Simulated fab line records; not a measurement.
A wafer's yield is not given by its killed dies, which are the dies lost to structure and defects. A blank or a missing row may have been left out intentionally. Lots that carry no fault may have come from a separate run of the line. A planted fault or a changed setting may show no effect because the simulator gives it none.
Matching of chambers | flow n5-finfet | N5_BEOL_M8_DEP_56 on pecvd-01 has 3 sister chambers
The step deposits SiCN from 3MS/NH3, target thk 10 nm, time 17.5 s. 16 wafers are shown with their chamber, then 8 later ones without.

EACH WAFER AND ITS CHAMBER
wafer  | chamber | showerhead-plenum-p-Torr (Torr) | throttle-valve-pct (%)
L075.2 | 2       | 3.675                           | 8.64
L075.4 | 0       | 3.651                           | 9.03
L075.6 | 2       | 3.671                           | 8.61
L076.1 | 1       | 3.656                           | 9.29
L076.2 | 2       | 3.666                           | 8.81
L076.5 | 0       | 3.668                           | 9.00
L077.1 | 1       | 3.667                           | 9.09
L077.3 | 0       | 3.660                           | 8.88
L077.5 | 0       | 3.665                           | 9.18
L080.1 | 1       | 3.653                           | 9.31
L080.3 | 0       | 3.661                           | 8.93
L080.6 | 1       | 3.658                           | 9.43
L086.3 | 1       | 3.661                           | 9.40
L086.4 | 0       | 3.658                           | 9.02
L086.5 | 1       | 3.649                           | 9.06
L089.1 | 2       | 3.669                           | 9.23

SIGNATURES (averages over the wafers above)
reading                  | chamber 0 | chamber 1 | chamber 2 | scatter within a chamber
showerhead-plenum-p-Torr | 3.66050   | 3.65733   | 3.67025   | 0.00564
throttle-valve-pct       | 9.0067    | 9.2633    | 8.8225    | 0.179
Rule: a wafer's distance from a chamber is the root of the sum, over the readings, of the square of ((its reading less the chamber's mean) divided by the reading's scatter). The wafer belongs to the nearest chamber; if the next one is less than 2 further off, it can't be placed. The scatter: the root of (the sum of the squares of (reading less its chamber's mean) over the shown wafers, divided by (wafers less chambers)).

WAFERS WITH NO CHAMBER GIVEN
wafer  | showerhead-plenum-p-Torr (Torr) | throttle-valve-pct (%)
L089.3 | 3.667                           | 8.89
L089.4 | 3.659                           | 9.12
L088.1 | 3.674                           | 9.01
L088.2 | 3.661                           | 9.01
L088.5 | 3.655                           | 9.33
L090.2 | 3.665                           | 9.31
L090.3 | 3.661                           | 9.23
L090.4 | 3.673                           | 8.82

WHICH CHAMBER EACH ONE RAN IN
wafer  | from the rows above          | in truth
L089.3 | can't be placed: 2 or 0      | 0
L089.4 | can't be placed: 0 or 1 or 2 | 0
L088.1 | can't be placed: 2 or 0      | 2
L088.2 | can't be placed: 0 or 1 or 2 | 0
L088.5 | can't be placed: 1 or 0      | 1
L090.2 | can't be placed: 1 or 0 or 2 | 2
L090.3 | can't be placed: 1 or 0      | 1
L090.4 | can't be placed: 2 or 0      | 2
Correctly placed: 0 of 8. Cannot be placed on the basis of these rows: 8; the candidates contain the true chamber in 8. Wrongly placed: 0.
